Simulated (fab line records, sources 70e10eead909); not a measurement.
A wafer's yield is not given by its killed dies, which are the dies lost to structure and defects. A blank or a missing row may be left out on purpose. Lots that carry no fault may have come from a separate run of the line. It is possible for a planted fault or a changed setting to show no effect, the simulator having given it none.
Chamber matching	flow nand-harc	NHARC_A_STAIRCASE_ALD_420 on ald-hk-04 has 4 sister chambers
The step deposits SiO2, target thk 20 nm, pulse time 6 s, ald cycles 200. 20 wafers are shown with their chamber, then 10 later ones without.

== WAFERS WITH THEIR CHAMBER ==
wafer	chamber	heater-power-w (W)	precursor-pulse-height-rel
L074.1	2	476	0.991
L074.3	3	426	1.001
L074.6	2	483	1.013
L076.2	2	494	0.980
L076.4	3	438	1.033
L076.5	1	474	1.017
L077.2	3	437	1.009
L077.4	1	455	1.015
L077.6	2	489	1.022
L075.3	2	484	1.007
L075.5	1	461	1.016
L075.6	0	429	0.970
L079.1	2	487	0.985
L079.4	0	440	0.967
L079.6	3	439	0.983
L082.3	1	471	1.019
L082.4	3	450	0.971
L082.6	3	438	1.014
L089.3	1	476	0.985
L089.4	2	484	1.008

SIGNATURES (averages over the wafers above)
reading	chamber 0	chamber 1	chamber 2	chamber 3	scatter within a chamber
heater-power-w	434.50	467.40	485.29	438.00	7.34
precursor-pulse-height-rel	0.96850	1.01040	1.00086	1.00183	0.0173
Rule: for each reading, subtract the chamber's mean from the wafer's reading, divide by that reading's scatter and square the result; add these up over the readings and take the root, which gives the wafer's distance from the chamber. If the next closest chamber is less than 2 further off than the closest, the wafer can't be placed; otherwise it belongs to the closest. How the scatter is found: for the shown wafers, subtract from each reading the mean of its chamber, square and add these, divide the total by (wafers less chambers), then take the root.

== WAFERS WITH NO CHAMBER GIVEN ==
wafer	heater-power-w (W)	precursor-pulse-height-rel
L089.6	448	1.027
L095.2	483	1.001
L095.5	437	0.980
L095.6	417	0.988
L096.1	451	0.989
L096.3	507	0.989
L096.5	516	0.989
L097.1	476	1.019
L097.5	407	1.032
L097.6	498	1.027

== CHAMBER TAKEN BY EACH ==
wafer	from the rows above	in truth
L089.6	can't be placed: 3 or 1 or 0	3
L095.2	can't be placed: 2 or 1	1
L095.5	can't be placed: 0 or 3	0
L095.6	can't be placed: 0 or 3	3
L096.1	can't be placed: 3 or 0 or 1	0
L096.3	2	2
L096.5	2	2
L097.1	can't be placed: 1 or 2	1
L097.5	can't be placed: 3 or 0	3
L097.6	can't be placed: 2 or 1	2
Placed correctly: 2 of 10. Cannot be placed on the basis of these rows: 8; the candidates contain the true chamber in 8. Wrongly placed: 0.
